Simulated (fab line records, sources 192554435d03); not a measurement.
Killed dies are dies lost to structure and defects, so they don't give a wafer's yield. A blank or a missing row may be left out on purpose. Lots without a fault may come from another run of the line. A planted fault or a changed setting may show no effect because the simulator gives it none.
Chamber matching | flow n5_finfet | N5_BEOL_M0_SAQP_PECVD_04 on pecvd-03: 3 sister chambers
The step deposits a-Si from SiH4/He, target thk 60 nm, time 60.2 s. 6 wafers are shown with their chamber, then 12 later ones without.

WAFERS WITH THEIR CHAMBER
wafer  | chamber | showerhead_plenum_p_Torr (Torr) | throttle_valve_pct (%)
L085.1 | 1       | 5.76                            | 18.0
L085.5 | 2       | 5.60                            | 17.8
L085.6 | 0       | 5.68                            | 18.8
L087.1 | 0       | 5.67                            | 18.5
L087.3 | 2       | 5.62                            | 17.7
L087.5 | 1       | 5.77                            | 18.2

WAFERS WITHOUT THEIR CHAMBER
wafer  | showerhead_plenum_p_Torr (Torr) | throttle_valve_pct (%)
L089.1 | 5.73                            | 18.1
L089.2 | 5.59                            | 17.6
L089.5 | 5.61                            | 17.9
L090.3 | 5.62                            | 17.8
L090.5 | 5.62                            | 18.0
L090.6 | 5.67                            | 18.3
L095.3 | 5.59                            | 17.9
L095.4 | 5.60                            | 18.0
L095.5 | 5.76                            | 18.0
L096.3 | 5.75                            | 17.9
L096.4 | 5.68                            | 18.6
L096.5 | 5.62                            | 18.0

WHICH CHAMBER EACH WENT THROUGH
wafer  | from the rows above | in truth
L089.1 | 1                   | 1
L089.2 | 2                   | 2
L089.5 | 2                   | 2
L090.3 | 2                   | 2
L090.5 | 2                   | 2
L090.6 | 0                   | 0
L095.3 | 2                   | 2
L095.4 | 2                   | 2
L095.5 | 1                   | 1
L096.3 | 1                   | 1
L096.4 | 0                   | 0
L096.5 | 2                   | 2
Placed correctly: 12 of 12. Can't be placed from these rows: 0. Placed wrongly: 0.
How it was worked out, from the rows above alone: a wafer's distance from a chamber is the root of the sum, over the readings, of the square of ((its reading less the chamber's mean) divided by the reading's scatter). The wafer belongs to the nearest chamber; if the next one is less than 2 further off, it can't be placed. A chamber's mean is the mean of its shown wafers. The scatter: the root of (the sum of the squares of (reading less its chamber's mean) over the shown wafers, divided by (wafers less chambers)).
